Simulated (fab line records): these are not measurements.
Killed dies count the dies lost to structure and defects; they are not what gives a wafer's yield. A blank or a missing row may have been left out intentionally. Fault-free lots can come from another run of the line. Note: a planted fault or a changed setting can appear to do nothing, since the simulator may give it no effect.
A lot that was struck, set against a sound lot + flow nand harc + 15 out of 1302 route steps
Sound: the wafers L505.2, L505.3, L505.5. Struck: wafers L518.4, L518.5 (left out: L518.3, a lot-mate that was not struck); the cause follows at the end.
Per side, at each step with rows, come the tool, then ch with its chambers, and then its first start. Under that, the readings that differ: sound wafers + struck wafers + difference of the means + sigmas: that difference in standard deviations of wafers without a fault.
alike: readings with means less than 2 such deviations apart, plus words and numbers identical on both sides. not compared: withheld readings, readings lacking a value on some wafer, bounds such as >300 that could conceal the same value, and numbers that have no deviation in the record and whose values overlap.
The two part at a step that has a row with sigmas, a row that says differs or no value, or rows on one side only. Non-overlapping numbers with no deviation appear without sigmas and do not part them. Lack of a reading on every wafer of one side parts them only where that side has two or more wafers.

NHARC_THIN_TSV_DEP_43: deposits SiO2, target thk 1328.5 nm.
  sound on pecvd-04 ch 0,1,2, day 24 04:52; struck on pecvd-03 ch 0,2, day 29 23:41
  alike: throttle valve pct
then, 8 steps without rows for these wafers: NHARC_THIN_TSV_DEHYDRATE_04 (time 120 s); NHARC_THIN_TSV_HMDS_05 (time 30 s); NHARC_THIN_TSV_COAT_06; NHARC_THIN_TSV_SOFTBAKE_07 (time 95 s); NHARC_THIN_TSV_EBR_08; NHARC_THIN_TSV_EXPOSE_09 (exposes mask TSV); NHARC_THIN_TSV_PEB_10 (peb time 85 s); NHARC_THIN_TSV_DEVELOP_11 (time 70 s).
NHARC_THIN_TSV_CD_MEAS_12 targets a cd of 1000 nm.
  sound on cd sem-02 ch 0, day 24 05:35; struck on cd sem-02 ch 0, day 30 00:29
  alike: cd nm
then, 1 step without rows for these wafers: NHARC_THIN_TSV_HARDBAKE_13 (time 80 s).
NHARC_THIN_TSV_DESCUM_14: chemistry O2, time 3 s.
  sound on rie diel-01 ch 0,2, day 24 05:44; struck on rie diel-01 ch 0,3, day 30 00:38
  alike: drypump motor current A, oes product au, rf vpp V, showerhead plenum p Torr, throttle valve pct
  not compared: rf hours counter h
NHARC_THIN_TSV_ETCH_44: etches the open film in CF4/O2, target depth 1594.2 nm, time 797.1 s.
  sound on rie diel-03 ch 1,2,3, day 24 05:58; struck on rie diel-01 ch 2, day 30 00:47
| reading                | sound                | struck        | difference | sigmas      |
|------------------------|----------------------|---------------|------------|-------------|
| oes product au (a.u.)  | 0.990 0.992 0.978    | 1.265 1.264   | +0.278     | +19         |
| rf fwd power W (W)     | 300.2 299.3 299.0    | 420.1 419.2   | +120.1     | +99 or more |
| throttle valve pct (%) | 16.899 16.918 16.908 | 16.921 16.935 | +0.020     | +2          |
  alike: drypump motor current A, rf vpp V, showerhead plenum p Torr
  not compared: rf hours counter h
NHARC_THIN_TSV_ETCH_15: target depth 3000 nm, bosch target overetch cycles 2, bosch etch step 2.8 s.
  sound on rie si-01 ch 0,1,2, day 24 06:27; struck on rie si-03 ch 1,3, day 30 01:19
  alike: drypump motor current A
  not compared: rf hours counter h
NHARC_END_SORT_01:
  sound on prober-02 ch 0, day 24 21:26; struck on prober-02 ch 0, day 30 17:56
  alike: defect limited yield, killed at array, killed at other, killed at periphery, killed dies, killed open, killed short, sort_bin_2_pct, sort_bin_3_pct, sort_bin_4_pct, sort n pass, sort rim yield pct, sort yield pct

## WHERE THEY PART
At NHARC_THIN_TSV_ETCH_44 and nowhere else, as far as this record goes. Later steps at which nothing parts them and some readings are alike: NHARC_THIN_TSV_ETCH_15, NHARC_END_SORT_01.

WHY: the cause the simulator had injected
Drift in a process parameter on rie diel-01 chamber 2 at NHARC_THIN_TSV_ETCH_44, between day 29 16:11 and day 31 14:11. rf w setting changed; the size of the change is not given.
